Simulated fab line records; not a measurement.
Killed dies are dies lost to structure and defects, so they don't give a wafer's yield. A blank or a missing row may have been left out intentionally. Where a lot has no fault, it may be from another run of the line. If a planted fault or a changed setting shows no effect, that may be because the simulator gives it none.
Code-filled problem report in 8D (eight disciplines) form | flow n5-finfet | the parts of the form that need people (team, actions taken, sign-off) are left out

== 1. WHAT IS WRONG ==
Wafers without a fault read 1500.0 rpm, standard deviation 0.85; spin-speed-rpm at N5_DUMMY_GATE_COAT_09 reads a mean of 1722.9 rpm on 6 wafers belonging to 2 lots. That is +99 or more standard deviations from the usual mean.
The step: resist thk 30 nm.
First observed at day 7 04:18: wafer L968.1, on litho-track-05. The record holds 30 wafers of 10 lots with a number at this step. Rule for "out", or "out of limits": more than 4 standard deviations from the usual mean. The other wafers with a number count as sound.

== 2. WHAT IT IS AND WHAT IT IS NOT ==
question                    | is                     | is not
which readings at this step | spin-speed-rpm         | -
which lots                  | L968, L969             | L953, L954, L956, L957, L958, L963, L964, L967
which wafers of those lots  | all that have a number | -
read on which tools         | litho-track-05         | litho-track-02, litho-track-04
when                        | from day 7 04:18       | up to then (24 sound wafers)

== 3. THE SUSPECTS, EACH WITH WHAT RULES IT OUT ==
Counting: any tool at a process step up to the reading is kept as a suspect provided that every lot that is out went through it and no sound lot did after the first of them.
- plasma-asher-02 at N5_STI_FIN_REVEAL_OXIDATION_31 (chemistry O2 PLASMA REMOTE, time 20 s): kept. Every lot that is out went through it, starting with L968 (day 6 19:22), and after that it ran no sound lot; the last sound lot it ran before then is L967 (day 6 13:05).
- litho-track-05 at N5_DUMMY_GATE_COAT_09 (resist thk 30 nm): kept. Every lot that is out went through it, starting with L968 (day 7 04:18), and after that it ran no sound lot; the last sound lot it ran before then is L967 (day 6 21:56). Out on those wafers are its own readings of spin-speed-rpm.
Remaining after the count are plasma-asher-02 at N5_STI_FIN_REVEAL_OXIDATION_31 and litho-track-05 at N5_DUMMY_GATE_COAT_09.

== 4. THE CAUSE (what the simulator had put in) ==
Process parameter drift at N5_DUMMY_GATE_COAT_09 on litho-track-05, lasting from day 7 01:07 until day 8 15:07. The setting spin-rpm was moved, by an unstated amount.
Counting leaves 2 suspects; this tool is one of them.

== 5. THE EFFECT CHAIN, in route order ==
Each row: a reading whose mean over the struck wafers that have a number lies more than 3 standard deviations from the usual. Readings are gone through only where the record gives a usual standard deviation; hours: the median, over the lots, of the time from a lot's start at the first step in this table giving one to that lot's start at this step; sigmas: the change measured in usual standard deviations.
hours | step                  | reading        | usual      | on struck wafers | change | sigmas
0     | N5_DUMMY_GATE_COAT_09 | spin-speed-rpm | 1500.0 rpm | 1722.9           | +222.9 | +99 or more
Process steps it contains:
- N5_DUMMY_GATE_COAT_09: resist thk 30 nm.
At these later measuring or inspecting steps, every struck wafer for which the step has a row has a number for every such reading, and none has moved that far: N5_BEOL_M4_RC_MEAS_101.

== 6. HOW IT WOULD HAVE BEEN CAUGHT EARLIER ==
In this record no reading fell out of limits until day 7 04:18, 3 hours after the fault had begun at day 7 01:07.
